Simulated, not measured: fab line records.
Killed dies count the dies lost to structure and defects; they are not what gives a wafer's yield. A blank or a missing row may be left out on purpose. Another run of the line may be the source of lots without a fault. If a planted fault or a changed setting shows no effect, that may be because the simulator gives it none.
Chamber matching | flow n5 finfet | N5_BEOL_M11_DEP_56 on pecvd-04: 3 sister chambers
The step deposits SiCN from 3MS/NH3, target thk 30 nm, time 10.5 s. 20 wafers are shown with their chamber, then 10 later ones without.

WAFERS PAIRED WITH THEIR CHAMBERS
wafer  | chamber | throttle valve pct (%) | showerhead plenum p Torr (Torr)
L074.3 | 2       | 17.2                   | 4.172
L074.4 | 0       | 16.8                   | 4.152
L074.5 | 2       | 17.1                   | 4.182
L075.2 | 1       | 18.6                   | 4.138
L075.4 | 0       | 17.0                   | 4.150
L075.6 | 1       | 18.4                   | 4.129
L080.1 | 0       | 16.7                   | 4.158
L080.3 | 2       | 16.9                   | 4.183
L080.5 | 2       | 17.1                   | 4.173
L079.1 | 0       | 17.1                   | 4.152
L079.4 | 0       | 16.8                   | 4.162
L079.5 | 1       | 18.3                   | 4.148
L083.3 | 2       | 17.0                   | 4.179
L083.5 | 0       | 16.8                   | 4.154
L083.6 | 1       | 18.3                   | 4.122
L084.2 | 1       | 18.4                   | 4.136
L084.3 | 0       | 16.7                   | 4.155
L084.6 | 1       | 18.1                   | 4.130
L091.4 | 0       | 16.9                   | 4.161
L091.5 | 2       | 17.3                   | 4.186

SIGNATURES, as means of the wafers listed above
reading                  | chamber 0 | chamber 1 | chamber 2 | scatter within a chamber
throttle valve pct       | 16.850    | 18.350    | 17.100    | 0.149
showerhead plenum p Torr | 4.15550   | 4.13383   | 4.17917   | 0.0064
Rule: a wafer's distance from a chamber is the root of the sum, over the readings, of the square of ((its reading less the chamber's mean) divided by the reading's scatter). If the next closest chamber is less than 2 further off than the closest, the wafer can't be placed; otherwise it belongs to the closest. The scatter: the root of (the sum of the squares of (reading less its chamber's mean) over the shown wafers, divided by (wafers less chambers)).

WAFERS WITH NO CHAMBER GIVEN
wafer  | throttle valve pct (%) | showerhead plenum p Torr (Torr)
L091.6 | 18.5                   | 4.117
L094.1 | 18.4                   | 4.121
L094.3 | 16.8                   | 4.168
L094.5 | 17.3                   | 4.170
L095.3 | 18.3                   | 4.132
L095.4 | 18.3                   | 4.127
L095.5 | 17.3                   | 4.174
L096.3 | 17.1                   | 4.184
L096.5 | 17.3                   | 4.179
L096.6 | 18.2                   | 4.135

EACH ONE'S CHAMBER
wafer  | from the rows above     | in truth
L091.6 | 1                       | 1
L094.1 | 1                       | 1
L094.3 | can't be placed: 0 or 2 | 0
L094.5 | can't be placed: 2 or 0 | 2
L095.3 | 1                       | 1
L095.4 | 1                       | 1
L095.5 | 2                       | 2
L096.3 | 2                       | 2
L096.5 | 2                       | 2
L096.6 | 1                       | 1
8 of 10 placed correctly. These rows do not allow placing 2 (true chamber among the candidates in 2). Wrongly placed: 0.
